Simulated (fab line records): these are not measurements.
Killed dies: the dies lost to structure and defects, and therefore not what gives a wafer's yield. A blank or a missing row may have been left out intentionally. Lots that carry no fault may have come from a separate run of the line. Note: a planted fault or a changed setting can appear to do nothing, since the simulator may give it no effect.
The tool behind it: which one? ; flow n5-finfet ; 10 lots with 27 wafers sampled at 5 steps, on a route of 1938 steps

WHAT THE GAUGES SHOWED, per wafer
N5_BEOL_M2_INSPECT_59: inspects for defects (darkfield). Usual: raw-defect-count reads 69 (standard deviation 24).
lot;measured;on;raw-defect-count;flag
L819;day 7 12:43;defect-inspect-02;67 82 70;
L821;day 7 18:20;defect-inspect-01;57 32 50;
L824;day 8 12:11;defect-inspect-02;105 122 88;
L825;day 9 00:13;defect-inspect-01;60 33;
L828;day 9 17:44;defect-inspect-01;67 55 74;
L831;day 10 13:01;defect-inspect-02;88 124 89;
L835;day 11 10:39;defect-inspect-02;98 91 88;
L836;day 11 14:06;defect-inspect-01;42 42;
L839;day 12 09:56;defect-inspect-02;66 62;
L840;day 12 14:22;defect-inspect-01;59 45 44;

N5_BEOL_M3_CD_MEAS_28: target cd 25.7 nm, target cd y 23.3 nm. Usual: cd-nm reads 25.69 nm (standard deviation 0.22).
lot;measured;on;cd-nm (nm);flag
L819;day 7 16:06;cd-sem-02;26.04 25.49 25.69;
L821;day 7 20:50;cd-sem-02;25.85 25.83 25.94;
L824;day 8 14:07;cd-sem-01;26.01 25.69 25.86;
L825;day 9 01:51;cd-sem-02;25.61 25.55;
L828;day 9 20:53;cd-sem-03;25.65 25.68 26.24;
L831;day 10 14:52;cd-sem-03;25.44 25.75 25.72;
L835;day 11 12:40;cd-sem-01;25.46 26.04 25.33;
L836;day 11 16:31;cd-sem-02;25.70 25.70;
L839;day 12 14:01;cd-sem-03;25.47 26.14;
L840;day 12 17:53;cd-sem-02;25.53 25.63 25.68;

N5_BEOL_M4_RC_MEAS_101. Usual: DIBL_N 37.1 mV/V, standard deviation 1.9; DIBL_P 37.2 mV/V, standard deviation 2.3; IOFF_N 0.18 nA/um, standard deviation 0.04; IOFF_P 0.23 nA/um, standard deviation 0.044; ION_N 682 uA/um, standard deviation 11; ION_P 468 uA/um, standard deviation 8.6; SS_N 71.9 mV/dec, standard deviation 0.68; SS_P 73.5 mV/dec, standard deviation 0.74; VT_N 248 mV, standard deviation 3.4; VT_P -248 mV, standard deviation 3.4.
lot;measured;on;DIBL_N (mV/V);DIBL_P (mV/V);IOFF_N (nA/um);IOFF_P (nA/um);ION_N (uA/um);ION_P (uA/um);SS_N (mV/dec);SS_P (mV/dec);VT_N (mV);VT_P (mV);flag
L819;day 8 23:04;prober-02;33.6 35.1 34.7;34.6 36.4 36.5;0.13 0.16 0.15;0.19 0.22 0.22;662 683 676;461 468 475;71.1 71.5 71.6;73.4 74.3 73.2;254 251 252;-249 -245 -249;
L821;day 8 22:40;prober-01;36.9 37.0 34.1;36.5 37.8 34.2;0.16 0.17 0.12;0.24 0.28 0.20;675 681 673;468 473 469;72.0 72.5 70.9;73.9 74.3 72.2;249 250 253;-244 -245 -248;
L824;day 9 06:25;prober-02;32.9 35.6 34.9;33.4 35.8 34.8;0.11 0.16 0.15;0.16 0.19 0.17;660 679 670;455 461 460;70.7 71.8 72.0;72.0 72.5 72.5;254 248 249;-254 -252 -254;
L825;day 9 20:41;prober-01;35.0 37.0;34.4 37.8;0.14 0.20;0.19 0.26;672 694;466 481;71.7 71.6;72.6 73.7;250 244;-251 -244;
L828;day 10 19:17;prober-02;38.6 39.9 34.0;40.8 42.4 34.9;0.19 0.22 0.12;0.26 0.29 0.18;694 702 671;468 486 468;72.2 71.9 70.4;74.1 75.0 72.1;248 246 254;-250 -244 -251;
L831;day 11 06:06;prober-02;38.3 37.2 37.1;39.1 36.0 35.7;0.22 0.18 0.19;0.28 0.21 0.21;692 667 663;470 453 458;72.2 73.5 72.6;73.0 73.0 73.1;246 251 248;-246 -252 -251;
L835;day 12 16:45;prober-01;38.3 40.2 40.9;37.5 38.8 40.6;0.19 0.24 0.25;0.26 0.30 0.33;698 688 693;484 465 476;71.2 72.5 72.6;74.0 74.3 73.9;245 244 244;-244 -245 -244;
L836;day 12 12:32;prober-01;36.9 37.8;35.7 35.7;0.17 0.19;0.18 0.19;666 670;444 452;73.2 73.0;73.4 73.2;250 251;-256 -253;
L839;day 13 06:49;prober-01;36.3 32.8;37.3 33.6;0.19 0.13;0.26 0.20;689 652;471 457;72.2 71.2;73.4 71.7;246 253;-245 -250;
L840;day 13 09:58;prober-02;36.4 36.8 37.0;36.7 36.7 37.2;0.17 0.17 0.18;0.21 0.22 0.23;672 671 675;459 454 460;71.2 72.2 71.9;73.0 73.5 73.8;248 248 247;-252 -250 -250;

WHAT TOOL EACH LOT RAN ON (gives the tool, then ch and the chambers of the sampled wafers, and finally the start)
lot;N5_BEOL_M3_ETCH_70;N5_BEOL_M3_STRIP_97
L819;rie-diel-04 ch 1,2,3, day 8 02:29;rie-diel-04 ch 1,2,3, day 8 23:04 or earlier
L821;rie-diel-02 ch 0,3, day 8 01:50;rie-diel-02 ch 0,3, day 8 22:40 or earlier
L824;rie-diel-06 ch 0,2,3, day 8 15:43;rie-diel-06 ch 0,2,3, day 9 06:25 or earlier
L825;rie-diel-04 ch 0,1, day 9 02:20;rie-diel-04 ch 0,1, day 9 20:41 or earlier
L828;rie-diel-06 ch 0,2,3, day 9 23:11;rie-diel-06 ch 0,2,3, day 10 19:17 or earlier
L831;rie-diel-06 ch 0,1,3, day 10 15:17;rie-diel-06 ch 0,1,3, day 11 06:06 or earlier
L835;rie-diel-02 ch 1,2, day 11 21:50;rie-diel-02 ch 1,2, day 12 16:45 or earlier
L836;rie-diel-04 ch 1,2, day 11 21:22;rie-diel-04 ch 1,2, day 12 12:32 or earlier
L839;rie-diel-02 ch 0,3, day 12 15:46;rie-diel-02 ch 0,3, day 13 06:49 or earlier
L840;rie-diel-04 ch 2,3, day 12 18:29;rie-diel-04 ch 2,3, day 13 09:58 or earlier
- N5_BEOL_M3_ETCH_70: etches SOC in N2/H2, target depth 80 nm, overetch 16 nm, time 120 s.
- N5_BEOL_M3_STRIP_97: strips in N2/H2, time 10 s.

AS READ BY THE TOOLS THEMSELVES (means over the sampled wafers that have a number; for cases with no such wafer, the mark the record gives instead)
N5_BEOL_M3_ETCH_70. Usual: bias-w 150.0 W, standard deviation 0.44; drypump-motor-current-A 5.7 A, standard deviation 0.38; h2-flow-sccm 200.0 sccm, standard deviation 0.6; oes-product-au 0.62 a.u., standard deviation 0.05; rf-fwd-power-W 834.6 W, standard deviation 2.8; rf-vpp-V 524.5 V, standard deviation 2.8; showerhead-plenum-p-Torr 2.56 Torr, standard deviation 0.099; throttle-valve-pct 17.75 %, standard deviation 0.26.
lot;tool;bias-w (W);drypump-motor-current-A (A);h2-flow-sccm (sccm);oes-product-au (a.u.);rf-fwd-power-W (W);rf-vpp-V (V);showerhead-plenum-p-Torr (Torr);throttle-valve-pct (%);flag
L819;rie-diel-04;149.9;5.7;200.4;0.62;835.5;523.8;2.51;17.82;
L821;rie-diel-02;150.6;5.3;199.5;0.59;835.0;526.7;2.66;17.73;
L824;rie-diel-06;149.9;5.7;200.5;0.59;834.1;525.2;2.57;17.68;
L825;rie-diel-04;150.7;5.6;200.6;0.62;833.4;522.3;2.50;17.61;
L828;rie-diel-06;150.0;5.8;200.3;0.59;837.2;524.9;2.57;17.71;
L831;rie-diel-06;167.3;5.8;200.1;0.59;835.9;558.4;2.51;17.74;OFF
L835;rie-diel-02;150.6;6.2;199.4;0.61;833.8;523.4;2.54;18.04;
L836;rie-diel-04;149.6;5.4;200.0;0.56;834.5;522.2;2.46;17.89;
L839;rie-diel-02;149.7;5.5;200.9;0.58;834.2;527.5;2.66;17.64;
L840;rie-diel-04;149.9;5.6;199.7;0.62;834.5;522.0;2.47;17.92;

N5_BEOL_M3_STRIP_97. Usual: drypump-motor-current-A 5.7 A, standard deviation 0.38; h2-flow-sccm 200.0 sccm, standard deviation 0.64; oes-product-au 0.81 a.u., standard deviation 0.066; rf-vpp-V 59.3 V, standard deviation 0.84; showerhead-plenum-p-Torr 2.56 Torr, standard deviation 0.099; throttle-valve-pct 23.6 %, standard deviation 0.32.
lot;tool;drypump-motor-current-A (A);h2-flow-sccm (sccm);oes-product-au (a.u.);rf-vpp-V (V);showerhead-plenum-p-Torr (Torr);throttle-valve-pct (%);flag
L819;rie-diel-04;5.7;200.7;0.81;58.7;2.50;23.7;
L821;rie-diel-02;5.3;200.4;0.78;59.3;2.66;23.5;
L824;rie-diel-06;5.7;199.4;0.76;60.1;2.57;23.4;
L825;rie-diel-04;5.6;200.0;0.81;58.3;2.49;23.4;
L828;rie-diel-06;5.7;200.3;0.76;59.1;2.56;23.5;
L831;rie-diel-06;5.8;199.6;0.76;59.2;2.51;23.5;
L835;rie-diel-02;6.2;200.5;0.80;58.5;2.53;24.0;
L836;rie-diel-04;5.5;200.3;0.74;59.5;2.46;23.6;
L839;rie-diel-02;5.4;198.8;0.78;60.0;2.65;23.4;
L840;rie-diel-04;5.6;200.0;0.80;59.6;2.47;23.8;

THE ANSWER, worked out from the rows above alone
Rule: a lot is off if the mean of its wafers that have a number lies more than 3 standard deviations from the usual mean. Also off: a lot with no number at a reading for which 4 or more lots have one. All remaining lots with rows at the step are treated as sound. First the gauges in route order, then the tools' own readings, where a lot's mean is used as printed above. The first step at which some lot is off is used, and at that step the reading that is off furthest; a lot without a number counts as furthest.
Off: L831 (N5_BEOL_M3_ETCH_70, bias-w).
A tool fits if, at that step or a process step before it, it ran every lot that is off, and no sound lot after the first of them. One candidate fits, namely rie-diel-06 at N5_BEOL_M3_ETCH_70. A fault onset in the window from L828 (day 9 23:11, its last sound lot) to L831 (day 10 15:17, its first lot off) fits.
The tool's own readings at N5_BEOL_M3_ETCH_70 bear it out: on the lots that are off they differ by more than 5 times the standard deviation of the sound lots' means. bias-w reads 167.3 W there against 150.1 W on the sound lots; rf-vpp-V reads 558.4 V there against 524.2 V on the sound lots.

WHAT THE SIMULATOR HAD PUT IN
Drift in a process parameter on rie-diel-06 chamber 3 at N5_BEOL_M3_ETCH_70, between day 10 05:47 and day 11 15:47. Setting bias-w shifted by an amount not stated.
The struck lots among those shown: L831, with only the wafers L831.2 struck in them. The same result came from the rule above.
